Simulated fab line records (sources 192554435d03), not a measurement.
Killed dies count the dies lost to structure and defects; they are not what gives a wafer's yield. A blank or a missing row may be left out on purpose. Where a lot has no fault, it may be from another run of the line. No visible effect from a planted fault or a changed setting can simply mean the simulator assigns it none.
Struck lot and sound lot, side by side | flow n5 finfet | 30 out of 1938 route steps
Sound: these wafers, L803.2, L803.3, L803.6. Struck: wafers L787.2, L787.4, L787.5. The cause comes at the end.
Per side, at each step with rows, come the tool, then ch with its chambers, and then its first start. Under that, the readings that differ: sound wafers | struck wafers | difference of the means | sigmas: that difference in standard deviations of wafers without a fault.
alike: same words and numbers on both sides, and readings whose means sit less than 2 such deviations apart. not compared: any withheld reading, any reading some wafer has no value for, any bound like >300 that may hide the same value, and any number with overlapping values for which the record gives no deviation.
Wherever a step has rows on one side only, a row that says differs or no value, or a row with sigmas, the two part there. Numbers that have no deviation but don't overlap get no sigmas and don't part them. A reading missing from all wafers of one side parts the sides only when that side holds two or more wafers.

N5_ZERO_LAYER_PRECLEAN_00: cleans in SPM, time 600 s.
  sound on wet bench-02 ch 0,1,2, day 7 00:04; struck on wet bench-04 ch 2,3,5, day 3 00:04
then, 15 steps without rows for these wafers: N5_ZERO_LAYER_SRD_01 (time 30 s, dry time 30 s); N5_ZERO_LAYER_PECVD_02 (deposits SiO2 from SiH4/N2O, target thk 10 nm, time 6 s); N5_ZERO_LAYER_HMDS_04 (time 60 s); N5_ZERO_LAYER_COAT_05 (resist thk 1000 nm); N5_ZERO_LAYER_EBR_07; N5_ZERO_LAYER_SOFTBAKE_06 (time 90 s); N5_ZERO_LAYER_EXPOSE_08 (exposes mask ZERO, defocus 0 nm, target cd 2000 nm); N5_ZERO_LAYER_PEB_09; N5_ZERO_LAYER_DEVELOP_10 (develop time 60 s); N5_ZERO_LAYER_HARDBAKE_23 (time 120 s); N5_ZERO_LAYER_DESCUM_16 (chemistry O2, time 7.9 s); N5_ZERO_LAYER_ETCH_17 (etches SiO2 in CF4, target depth 12 nm, time 13.3 s); N5_ZERO_LAYER_ETCH_18 (etches Si in HBr/Cl2, target depth 120 nm, time 40 s); N5_ZERO_LAYER_STRIP_24 (strips in O2); N5_ZERO_LAYER_STRIP_19 (strips in SPM, time 900 s).
N5_ZERO_LAYER_INSPECT_20: inspects for defects (darkfield).
  sound on defect inspect-01 at day 7 01:17; struck on defect inspect-02 at day 3 02:27
  reading          | sound    | struck      | difference | sigmas
  raw defect count | 22 35 17 | 345 333 351 | +318       | +21
then, 8 steps without rows for these wafers: N5_WELL_APT_HMDS_01 (time 60 s); N5_WELL_APT_COAT_02 (resist thk 950 nm); N5_WELL_APT_EBR_04; N5_WELL_APT_SOFTBAKE_03 (time 60 s); N5_WELL_APT_EXPOSE_05 (exposes mask NWELL, defocus 0 nm, target cd 200 nm); N5_WELL_APT_PEB_06 (peb time 90 s); N5_WELL_APT_DEVELOP_07 (develop time 45 s); N5_WELL_APT_HARDBAKE_12 (time 120 s).
N5_WELL_APT_INSPECT_10: inspects for defects (macro).
  sound on defect inspect-02 at day 7 01:38; struck on defect inspect-02 at day 3 02:56
  reading          | sound | struck        | difference | sigmas
  raw defect count | 2 3 1 | >300 299 >300 | differs    |
then, 1 step without rows for these wafers: N5_WELL_APT_DESCUM_13 (chemistry O2, time 7.9 s).
N5_WELL_APT_INSPECT_38: inspects for defects (darkfield).
  sound on defect inspect-02 at day 7 04:44; struck on defect inspect-02 at day 3 06:11
  reading          | sound    | struck      | difference | sigmas
  raw defect count | 17 23 15 | 339 316 329 | +310       | +55
-- the record jumps here: 6 days lie between the struck wafers' starts before and after (it left off in module WELL_APT and takes up again in module BEOL_M4, whose first step shown is number 1111 of the route) --
N5_BEOL_M4_RC_MEAS_101:
  sound on prober-01 ch 0, day 14 08:02; struck on prober-01 ch 0, day 9 08:05
  alike: DIBL_N, DIBL_P, IOFF_N, IOFF_P, ION_N, ION_P, SS_N, SS_P, VT_N, VT_P
-- a jump in the record: the struck wafers' starts before and after are 4 days apart (it breaks off in module BEOL_M4 and resumes in module PASSIVATION, where the first step shown is number 1936 of the route) --
N5_PASSIVATION_PROBE_49:
  rows exist in the record for the struck wafers here (prober-01, day 13 13:46), but not for the sound ones

WHERE THEY PART
First at N5_ZERO_LAYER_INSPECT_20; last, within this record, at N5_PASSIVATION_PROBE_49.

WHY: whatever the simulator had introduced
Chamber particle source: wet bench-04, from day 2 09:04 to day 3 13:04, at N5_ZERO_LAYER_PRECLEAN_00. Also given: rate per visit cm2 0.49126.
